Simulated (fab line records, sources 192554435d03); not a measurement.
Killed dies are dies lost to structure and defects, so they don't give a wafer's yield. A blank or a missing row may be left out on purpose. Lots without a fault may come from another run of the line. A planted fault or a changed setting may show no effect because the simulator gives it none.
fab line records | flow n5_finfet
record lots=11 wafers=31 last_day=17
route steps=1938 shown PAD_METAL@1895 PASSIVATION@1901
lots that met no fault: from a run of the same line without faults
start_h: hours from the record's first day to the start of the lot's first wafer shown | wait_h: hours since the lot's step before | " the same as in the row above | L1.1+2: a row that stands for several wafers | - no value, or no start given | * or withheld: withheld | < > ~ a bound
route shown NAME@n: a module of which the file shows steps, and the number in the route of the first | usual: mean/standard deviation of fault-free wafers | same: alike in all rows | chamber/n: place in a boat | sites: the reading at each site | _std_site: their standard deviation | _edge_site: outer sites' mean less inner sites' | radius_mm: how far each site lies from the wafer's centre | mask NAME#n: copy n | behind: the tool/chamber that last shaped the wafer | hold: why the lot was held/for how many hours/how that ended | device: the transistor (n, p or np) that didn't switch | end of line: the same wafers' tests at the end of the route | a step without rows: its recipe alone | killed: dies lost to structure and defects at the first sort, not the wafer's yield | map: a wafer's dies, x killed, . not, _ none there
set.NAME: the setting as run; set.NAME@STEP: as run at that earlier step | model.NAME: the simulator's own value behind a step, which no gauge read
steps of the route over a sample of lots; a table a step, a row a wafer
services: from which hour (start_h, from the record's first day; less than 0 if before it) a tool's chamber was out of use, for how many hours, and why
## steps
# step N5_PASSIVATION_SPUTTER_20
# recipe material=TaN target_thk_a=500 temp_c=25 chamber_pressure_pa=0.4
# usual susceptor_temp_C=25.00/0.091 throttle_valve_pct=29.7/0.94
# columns lot.wafer tool chamber start_h wait_h susceptor_temp_C throttle_valve_pct
L798.1 pvd_sputter-01 - 263.73 0.0 24.95 27.9
L798.4 " - " " 25.15 30.2
L798.6 " - " " 25.05 28.0
L797.1 pvd_sputter-01 - 264.29 0.0 25.22 29.6
L797.6 " - " " 25.02 30.0
L800.2 pvd_sputter-02 - 276.91 0.0 24.99 29.2
L800.3 " - " " 24.97 29.8
L800.5 " - " " 24.92 31.2
L802.3 pvd_sputter-01 - 290.91 0.0 24.97 27.9
L802.4 " - " " 24.96 30.0
L802.5 " - " " 24.96 28.0
L801.1 pvd_sputter-01 - 291.33 0.0 25.01 30.0
L801.2 " - " " 25.11 29.1
L801.3 " - " " 25.02 29.7
L805.1 pvd_sputter-02 - 303.38 0.0 25.06 29.7
L805.4 " - " " 24.84 30.2
L805.5 " - " " 25.00 29.5
L810.2 pvd_sputter-03 - 337.02 0.0 25.04 31.5
L810.5 " - " " 24.99 29.0
L816.3 pvd_sputter-03 - 382.95 0.0 24.93 31.6
L816.4 " - " " 24.97 28.9
L816.6 " - " " 24.89 31.7
L817.1 pvd_sputter-01 - 387.80 0.0 24.95 30.0
L817.4 " - " " 24.91 29.4
L817.5 " - " " 24.86 29.3
L819.3 pvd_sputter-01 - 391.63 0.0 24.84 29.4
L819.5 " - " " 24.92 29.8
L819.6 " - " " 24.84 28.0
L820.1 pvd_sputter-02 - 398.33 0.0 25.23 29.1
L820.2 " - " " 25.07 29.6
L820.5 " - " " 24.85 30.6
# step N5_PASSIVATION_AL_DEP_21
# recipe material=Al target_thk_a=28000 temp_c=400 time_s=170 power_w=30000 chamber_pressure_pa=0.4 gas=Ar
# usual susceptor_temp_C=400.04/0.24 throttle_valve_pct=29.7/0.94
# columns lot.wafer tool chamber start_h wait_h susceptor_temp_C throttle_valve_pct
L798.1 pvd_sputter-01 - 263.83 0.1 400.00 28.1
L798.4 " - " " 400.30 29.9
L798.6 " - " " 400.08 28.2
L797.1 pvd_sputter-01 - 264.39 0.1 399.97 29.7
L797.6 " - " " 399.82 30.2
L800.2 pvd_sputter-02 - 277.01 0.1 400.09 29.1
L800.3 " - " " 399.83 29.8
L800.5 " - " " 400.22 31.1
L802.3 pvd_sputter-01 - 291.01 0.1 399.89 28.2
L802.4 " - " " 400.06 30.0
L802.5 " - " " 399.95 27.9
L801.1 pvd_sputter-01 - 291.43 0.1 400.27 30.2
L801.2 " - " " 399.88 29.3
L801.3 " - " " 399.63 29.9
L805.1 pvd_sputter-02 - 303.48 0.1 399.99 30.1
L805.4 " - " " 399.98 30.4
L805.5 " - " " 399.51 29.9
L810.2 pvd_sputter-03 - 337.12 0.1 399.84 31.7
L810.5 " - " " 399.96 28.9
L816.3 pvd_sputter-03 - 383.05 0.1 399.97 31.4
L816.4 " - " " 399.57 28.5
L816.6 " - " " 400.44 31.4
L817.1 pvd_sputter-01 - 387.90 0.1 399.74 30.1
L817.4 " - " " 399.98 29.4
L817.5 " - " " 400.01 29.1
L819.3 pvd_sputter-01 - 391.73 0.1 400.11 29.4
L819.5 " - " " 400.07 29.7
L819.6 " - " " 400.10 28.0
L820.1 pvd_sputter-02 - 398.43 0.1 400.00 29.2
L820.2 " - " " 400.03 29.8
L820.5 " - " " 400.32 30.4
# step N5_PASSIVATION_EXPOSE_27
# recipe mask_id=PAD na=0.55 source_shape=conventional sigma_outer=0.8 polarization=unpolarized defocus_nm=0 dose_mj=32.3
# same na=0.55
# columns lot.wafer tool chamber start_h wait_h mask
L798.1+4+6 krf_scanner-02 0 264.25 - PAD#0
L797.1+6 krf_scanner-01 0 264.81 - PAD#0
L800.2+3+5 krf_scanner-01 0 277.45 - PAD#0
L802.3+4+5 krf_scanner-01 0 291.32 - PAD#0
L801.1+2+3 krf_scanner-01 0 291.73 - PAD#0
L805.1+4+5 krf_scanner-01 0 303.92 - PAD#0
L810.2+5 krf_scanner-01 0 337.42 - PAD#0
L816.3+4+6 krf_scanner-02 0 383.35 - PAD#0
L817.1+4+5 krf_scanner-02 0 388.20 - PAD#0
L819.3+5+6 krf_scanner-02 0 392.04 - PAD#0
L820.1+2+5 krf_scanner-02 0 398.72 - PAD#0
# step N5_PASSIVATION_CD_MEAS_30
# recipe target_cd_nm=4000 landing_energy_ev=500 detector=se_inlens polarity=opening
# usual cd_nm=4001.5/2
# columns lot.wafer tool chamber start_h wait_h cd_nm
L798.1 cd_sem-02 0 264.42 - 3998.2
L798.4 " 0 " " 3998.5
L798.6 " 0 " " 4001.5
L797.1 cd_sem-02 0 264.98 - 4003.5
L797.6 " 0 " " 4001.7
L800.2 cd_sem-01 0 277.62 - 4000.1
L800.3 " 0 " " 4000.4
L800.5 " 0 " " 3998.5
L802.3 cd_sem-02 0 291.49 - 4005.3
L802.4 " 0 " " 4002.6
L802.5 " 0 " " 4003.0
L801.1 cd_sem-01 0 291.90 - 4000.7
L801.2 " 0 " " 4001.2
L801.3 " 0 " " 4000.6
L805.1 cd_sem-02 0 304.09 - 4002.8
L805.4 " 0 " " 4005.2
L805.5 " 0 " " 4003.8
L810.2 cd_sem-03 0 337.59 - 4010.5
L810.5 " 0 " " 3999.8
L816.3 cd_sem-01 0 383.52 - 3998.5
L816.4 " 0 " " 3998.9
L816.6 " 0 " " 3997.0
L817.1 cd_sem-02 0 388.37 - 3998.0
L817.4 " 0 " " 4002.2
L817.5 " 0 " " 4000.0
L819.3 cd_sem-02 0 392.20 - 4002.5
L819.5 " 0 " " 4003.7
L819.6 " 0 " " 4000.4
L820.1 cd_sem-02 0 398.90 - 3999.4
L820.2 " 0 " " 3999.9
L820.5 " 0 " " 4001.5
# step N5_PASSIVATION_STRIP_34
# recipe chemistry=O2 power_w=600 temp_c=60 pressure_mtorr=30 rf_frequency_hz=6e+07 bias_power_w=0 overash_fraction=2 o2_flow_sccm=225
# usual drypump_motor_current_A=5.4/0.51 oes_product_au=0.78/0.084 rf_vpp_V=3.8/1.3 showerhead_plenum_p_Torr=2.10/0.091 throttle_valve_pct=16.75/0.23
# columns lot.wafer tool chamber start_h wait_h drypump_motor_current_A oes_product_au rf_hours_counter_h rf_vpp_V showerhead_plenum_p_Torr throttle_valve_pct
L798.1 rie_diel-05 0 265.12 0.1 5.9 0.73 154 2.1 2.18 16.97
L798.4 " 2 " " 5.4 0.83 83 3.7 2.21 16.51
L798.6 " 2 " " 5.4 0.82 - 4.8 2.21 16.48
L797.1 rie_diel-04 1 265.68 0.1 5.8 0.73 209 1.3 1.98 16.58
L797.6 " 0 " " 5.8 0.68 - 2.0 2.14 16.66
L800.2 rie_diel-06 0 278.35 0.1 4.8 0.73 193 3.4 1.99 16.71
L800.3 " 2 " " 5.3 0.72 222 4.0 2.07 16.94
L800.5 " 1 " " 5.6 0.70 - 4.4 2.07 17.08
L802.3 rie_diel-06 2 292.18 0.1 5.3 0.73 226 4.6 2.07 16.94
L802.4 " 1 " " 5.6 0.71 228 3.3 2.07 17.02
L802.5 " 1 " " 5.6 0.71 - 6.9 2.07 17.10
L801.1 rie_diel-04 3 292.60 0.1 5.0 0.71 166 3.5 2.08 16.82
L801.2 " 2 " " 6.3 0.81 96 3.3 2.04 16.93
L801.3 " 1 " " 5.8 0.71 218 2.4 1.98 16.60
L805.1 rie_diel-06 1 305.58 0.2 5.6 0.69 233 2.8 2.07 17.08
L805.4 " 3 " " 4.8 0.90 47 2.7 2.22 16.61
L805.5 " 3 " " 4.9 0.88 - 4.0 2.22 16.64
L810.2 rie_diel-05 2 338.33 0.1 5.4 0.78 108 2.7 2.20 16.53
L810.5 " 2 " " 5.4 0.79 - 3.2 2.20 16.56
L816.3 rie_diel-06 0 384.23 0.1 4.8 0.68 232 3.0 1.98 16.76
L816.4 " 1 " " 5.6 0.69 256 5.4 2.06 17.15
L816.6 " 1 " " 5.6 0.66 - 4.0 2.06 17.15
L817.1 rie_diel-05 1 389.06 0.1 5.1 0.80 111 3.3 2.01 16.52
L817.4 " 2 " " 5.4 0.79 122 6.7 2.19 16.63
L817.5 " 1 " " 5.1 0.80 - 3.7 2.01 16.49
L819.3 rie_diel-06 0 392.89 0.1 4.8 0.68 236 2.6 1.98 16.78
L819.5 " 2 " " 5.3 0.94 - 7.0 2.06 16.57
L819.6 " 0 " " 4.8 0.69 - 5.4 1.97 16.82
L820.1 rie_diel-04 3 399.74 0.2 5.0 0.71 205 2.4 2.07 16.95
L820.2 " 0 " " 5.8 0.91 35 3.9 2.12 16.35
L820.5 " 2 " " 6.3 0.78 - 3.8 2.03 17.01
## services
# columns tool chamber start_h hours kind
krf_scanner-01 - 243.69 0.8 pm
krf_scanner-01 - 256.05 4.4 pm
rie_diel-06 3 258.82 2.4 repair
krf_scanner-02 - 260.60 1.0 pm
krf_scanner-02 - 302.70 1.5 repair
krf_scanner-01 - 305.20 3.0 repair
krf_scanner-02 - 308.47 0.8 pm
krf_scanner-02 0 315.05 - calibration
pvd_sputter-02 - 316.01 7.5 repair
rie_diel-04 3 323.85 12.5 repair
rie_diel-04 2 328.65 1.8 repair
krf_scanner-01 0 328.70 - calibration
rie_diel-06 1 330.77 13.6 repair
krf_scanner-02 - 333.92 1.3 pm
pvd_sputter-03 - 341.29 2.4 repair
pvd_sputter-03 - 345.62 20.9 repair
krf_scanner-01 - 347.46 1.0 pm
rie_diel-05 - 352.93 2.8 pm
pvd_sputter-02 - 358.07 3.6 repair
krf_scanner-01 - 365.08 1.3 pm
rie_diel-05 - 366.99 4.3 pm
krf_scanner-02 - 368.26 0.9 repair
rie_diel-06 1 386.04 1.5 repair
krf_scanner-01 - 398.08 0.1 repair
## key
first_sign step=N5_PASSIVATION_CD_MEAS_30 reading=cd_nm direction=up sigmas=4.4 usual=4001.5 struck=4010.5
effect none on later readings
met_at N5_PASSIVATION_EXPOSE_27
struck_lots L810
struck_wafers L810.2
not_acting_at N5_PASSIVATION_SPUTTER_20,N5_PASSIVATION_AL_DEP_21,N5_PASSIVATION_STRIP_34
onset_between 303.92 337.42
fault kind=process_parameter_drift tool=krf_scanner-01 chamber=- onset_h=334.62 steps=N5_PASSIVATION_EXPOSE_27 channel=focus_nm offset=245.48 shape=step end_h=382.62 scope=struck_wafers_only
